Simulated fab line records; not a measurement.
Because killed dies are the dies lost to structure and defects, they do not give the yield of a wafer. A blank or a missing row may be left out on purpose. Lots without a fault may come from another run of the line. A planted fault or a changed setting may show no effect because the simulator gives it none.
Split-lot trial -- flow n5Finfet -- on a route of 1938 steps: 7 lots, 21 wafers read

ON THE SPLIT
At N5_DUMMY_GATE_CVD_03 (deposits a-Si from SiH4, target thk 150 nm, time 8042 s), the setting tempC was moved away from the recipe's 530 C on 12 of the 21 wafers read, by -3.9% to +3.8%. All remaining wafers had this setting at the recipe value.

The split's own step is where the reading is taken.

THE READING
a-Si_of_DUMMY_GATE_CVD_03.thkNm (the simulator's own value, which no gauge read), in nm, at N5_DUMMY_GATE_CVD_03 (deposits a-Si from SiH4, target thk 150 nm, time 8042 s). The file does not state a usual value for it. Across the 9 wafers here that went through the recipe, the average is 149.4 nm and the standard deviation 0.57 nm.

wafer,"tool, chamber at the split","tempC as run, C",against the recipe,"a-Si_of_DUMMY_GATE_CVD_03.thkNm, nm",against lot-mates on the recipe
L076.2,"-, -",550.4,+3.8%,264,no lot-mate on the recipe
L076.5,"-, -",550.4,+3.8%,264,no lot-mate on the recipe
L076.4,"-, -",550.4,+3.8%,263.8,no lot-mate on the recipe
L083.3,"-, -",509.5,-3.9%,81.4,no lot-mate on the recipe
L083.4,"-, -",509.5,-3.9%,81.4,no lot-mate on the recipe
L083.5,"-, -",509.5,-3.9%,80.4,no lot-mate on the recipe
L085.3,"-, -",530,recipe,149.4,-
L085.4,"-, -",530,recipe,149,-
L085.5,"-, -",530,recipe,150.4,-
L086.1,"-, -",530,recipe,149.4,-
L086.3,"-, -",530,recipe,149.6,-
L086.5,"-, -",530,recipe,149.8,-
L088.2,"-, -",519.4,-2.0%,112,no lot-mate on the recipe
L088.3,"-, -",519.4,-2.0%,111.8,no lot-mate on the recipe
L088.6,"-, -",519.4,-2.0%,111.2,no lot-mate on the recipe
L089.1,"-, -",519.2,-2.0%,109.2,no lot-mate on the recipe
L089.3,"-, -",519.2,-2.0%,109.8,no lot-mate on the recipe
L089.4,"-, -",519.2,-2.0%,109.4,no lot-mate on the recipe
L095.2,"lpcvd-01, 0/95",530,recipe,148.8,-
L095.3,"lpcvd-01, 0/100",530,recipe,149.8,-
L095.5,"lpcvd-01, 0/109",530,recipe,148.4,-

FIT RESULTS
A straight line over all 21 wafers: a-Si_of_DUMMY_GATE_CVD_03.thkNm changes by +23.7 nm for each +1% of tempC; r = +0.98; the points scatter about the line by 10 nm.
Too few moved wafers have a lot-mate on the recipe to fit a line with each lot's own level taken away.

THE FILE'S OWN FIT
a-Si_of_DUMMY_GATE_CVD_03.thkNm changes by +23.7 nm for each +1% of tempC, r = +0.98.
